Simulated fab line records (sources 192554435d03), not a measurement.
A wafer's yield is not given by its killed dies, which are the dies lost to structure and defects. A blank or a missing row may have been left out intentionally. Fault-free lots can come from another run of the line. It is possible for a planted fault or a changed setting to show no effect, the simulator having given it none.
Chamber matching :: flow n5_finfet :: N5_BEOL_M8_STRIP_67 on rie_diel-01 has 4 sister chambers
The step strips in CF4. 4 wafers are shown with their chamber, then 8 later ones without.

## EACH WAFER AND ITS CHAMBER
wafer: L086.4
chamber: 1
showerhead_plenum_p_Torr (Torr): 1.74

wafer: L086.5
chamber: 3
showerhead_plenum_p_Torr (Torr): 1.74

wafer: L086.6
chamber: 2
showerhead_plenum_p_Torr (Torr): 1.72

wafer: L091.1
chamber: 0
showerhead_plenum_p_Torr (Torr): 1.84

## WAFERS WITHOUT THEIR CHAMBER
wafer: L091.2
showerhead_plenum_p_Torr (Torr): 1.72

wafer: L091.6
showerhead_plenum_p_Torr (Torr): 1.72

wafer: L093.1
showerhead_plenum_p_Torr (Torr): 1.72

wafer: L093.2
showerhead_plenum_p_Torr (Torr): 1.74

wafer: L093.3
showerhead_plenum_p_Torr (Torr): 1.73

wafer: L093.4
showerhead_plenum_p_Torr (Torr): 1.84

wafer: L093.5
showerhead_plenum_p_Torr (Torr): 1.74

wafer: L093.6
showerhead_plenum_p_Torr (Torr): 1.84

## WHICH CHAMBER EACH ONE RAN IN
wafer: L091.2
from the rows above: 2
in truth: 2

wafer: L091.6
from the rows above: 2
in truth: 2

wafer: L093.1
from the rows above: 2
in truth: 2

wafer: L093.2
from the rows above: can't be placed: 1 or 3
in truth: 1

wafer: L093.3
from the rows above: can't be placed: 1 or 2 or 3
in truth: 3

wafer: L093.4
from the rows above: 0
in truth: 0

wafer: L093.5
from the rows above: can't be placed: 1 or 3
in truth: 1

wafer: L093.6
from the rows above: 0
in truth: 0
Placed correctly: 5 of 8. Can't be placed from these rows: 3 (the true chamber is among the candidates in 3). Placed wrongly: 0.
How it was worked out, from the rows above alone: a wafer's distance from a chamber is the root of the sum, over the readings, of the square of ((its reading less the chamber's mean) divided by the reading's scatter). If the next closest chamber is less than 2 further off than the closest, the wafer can't be placed; otherwise it belongs to the closest. The mean given for a chamber averages the wafers shown for that chamber. The scatter: root of mean squared gap, hidden wafer to nearest shown wafer, with one shown wafer a chamber.
